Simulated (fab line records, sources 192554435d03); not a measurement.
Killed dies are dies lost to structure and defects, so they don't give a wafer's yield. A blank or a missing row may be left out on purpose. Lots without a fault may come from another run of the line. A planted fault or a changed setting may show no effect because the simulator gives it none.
Problem report in the 8D (eight disciplines) form, filled by code | flow n5_finfet | the parts of the form that need people (team, actions taken, sign-off) are left out

1. THE PROBLEM
etch_rf_on_time_s at N5_BEOL_M5_ETCH_72 reads a mean of 3.04 s on 2 wafers of 1 lot; wafers without a fault read 5.21 s with a standard deviation of 0.17. That is -13 standard deviations from the usual mean.
The step: etches underlayer in N2/H2, target depth 6.5 nm, time 5.2 s.
First seen on wafer L237.3, day 12 22:23, on rie_diel-04. The record holds 33 wafers of 11 lots with a number at this step. Rule for "out", or "out of limits": more than 4 standard deviations from the usual mean. The other wafers with a number count as sound.

2. WHAT IT IS AND WHAT IT IS NOT
question                    | is                                | is not
which readings at this step | etch_rf_on_time_s, oes_product_au | drypump_motor_current_A, rf_vpp_V, showerhead_plenum_p_Torr, throttle_valve_pct
which lots                  | L237                              | L226, L228, L229, L230, L233, L234, L236, L244, L245, L246
which wafers of those lots  | L237.3, L237.6                    | L237.1
read on which tools         | rie_diel-04                       | rie_diel-02, rie_diel-06
when                        | from day 12 22:23                 | up to then (22 sound wafers); but 9 sound wafers of L244, L245, L246 came after

3. SUSPECTS, AND WHAT RULES EACH OUT
Counting: a tool at a process step up to the reading stays a suspect if it ran every lot that is out. Sound lots after the first of them don't rule it out here, since some wafers of a struck lot are sound.
- cvd_co-01 at N5_BEOL_M4_CO_CAP_55 (material Co, precursor CCTBA/H2, target thk 2 nm, time 102.1 s): kept. It ran the lot that is out, L237 (day 12 19:22); its last sound lot up to then is L233 (day 10 19:02).
- rie_diel-04 at N5_BEOL_M5_ETCH_72 (etches underlayer in N2/H2, target depth 6.5 nm, time 5.2 s): kept. It ran the lot that is out, L237 (day 12 22:23); its last sound lot up to then is L234 (day 11 02:28). Its own readings are out on those wafers: etch_rf_on_time_s, oes_product_au.
- Within cvd_co-01 at N5_BEOL_M4_CO_CAP_55: the wafers that are out ran in chamber 0; their sound lot-mates ran in chamber 2.
- Within rie_diel-04 at N5_BEOL_M5_ETCH_72: the wafers that are out ran in chamber 0; their sound lot-mates ran in chamber 1.
Left after counting: cvd_co-01 at N5_BEOL_M4_CO_CAP_55, rie_diel-04 at N5_BEOL_M5_ETCH_72.

4. THE CAUSE (what the simulator had put in)
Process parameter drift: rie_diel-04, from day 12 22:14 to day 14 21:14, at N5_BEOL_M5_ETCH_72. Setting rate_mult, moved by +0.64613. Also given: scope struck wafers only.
Counting left 2 suspects, and this tool is among them.

5. THE CHAIN OF EFFECTS, in route order
Each row: a reading whose mean over the struck wafers that have a number lies more than 3 standard deviations from the usual. Only readings for which the record gives a usual standard deviation are gone through. hours: the time from each lot's start at the first step in this table that gives one to its start at this step, as a median over the lots. sigmas: the change in usual standard deviations.
hours | step               | reading           | usual     | on struck wafers | change | sigmas
0     | N5_BEOL_M5_ETCH_72 | etch_rf_on_time_s | 5.21 s    | 3.04             | -2.17  | -13
0     | N5_BEOL_M5_ETCH_72 | oes_product_au    | 0.69 a.u. | 1.10             | +0.42  | +4.9
The process steps in it:
- N5_BEOL_M5_ETCH_72: etches underlayer in N2/H2, target depth 6.5 nm, time 5.2 s.

6. WHAT WOULD HAVE CAUGHT IT SOONER
In this record the first reading out of limits was taken at day 12 22:23, 0 hours after the fault began at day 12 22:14.
